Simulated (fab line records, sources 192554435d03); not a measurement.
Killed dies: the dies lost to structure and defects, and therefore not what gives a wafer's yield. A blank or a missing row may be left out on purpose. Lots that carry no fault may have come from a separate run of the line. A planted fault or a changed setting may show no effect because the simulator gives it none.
Chamber matching    flow n5_finfet    N5_BEOL_M5_PRE_CLEAN_77 on cvd_co-01: 3 sister chambers
The step time 15 s. 6 wafers are shown with their chamber, then 12 later ones without.

## WAFERS, EACH WITH ITS CHAMBER
wafer   chamber  heater_power_w (W)  rf_fwd_power_W (W)
L094.2  2        89                  296.3
L094.3  0        65                  297.3
L094.4  1        103                 296.1
L092.1  1        102                 297.7
L092.4  0        63                  297.6
L092.6  2        87                  297.0

## WAFERS MISSING THEIR CHAMBER
wafer   heater_power_w (W)  rf_fwd_power_W (W)
L096.1  66                  297.4
L096.2  89                  296.6
L096.3  100                 296.1
L096.4  101                 296.5
L096.5  65                  297.7
L096.6  86                  295.9
L097.1  100                 296.4
L097.2  63                  296.4
L097.4  102                 296.3
L095.2  64                  296.8
L095.3  105                 297.4
L095.5  64                  297.8

## WHICH CHAMBER EACH ONE RAN IN
wafer   from the rows above  in truth
L096.1  0                    0
L096.2  2                    2
L096.3  1                    1
L096.4  1                    1
L096.5  0                    0
L096.6  2                    2
L097.1  1                    1
L097.2  0                    0
L097.4  1                    1
L095.2  0                    0
L095.3  1                    1
L095.5  0                    0
Correct placement for 12 of the 12. Left unplaced by these rows: 0. Placed wrongly: 0.
How it was worked out, from the rows above alone: a wafer's distance from a chamber is the root of the sum, over the readings, of the square of ((its reading less the chamber's mean) divided by the reading's scatter). If the next closest chamber is less than 2 further off than the closest, the wafer can't be placed; otherwise it belongs to the closest. Each chamber's mean is taken over the wafers shown for it. The scatter: the root of (the sum of the squares of (reading less its chamber's mean) over the shown wafers, divided by (wafers less chambers)).
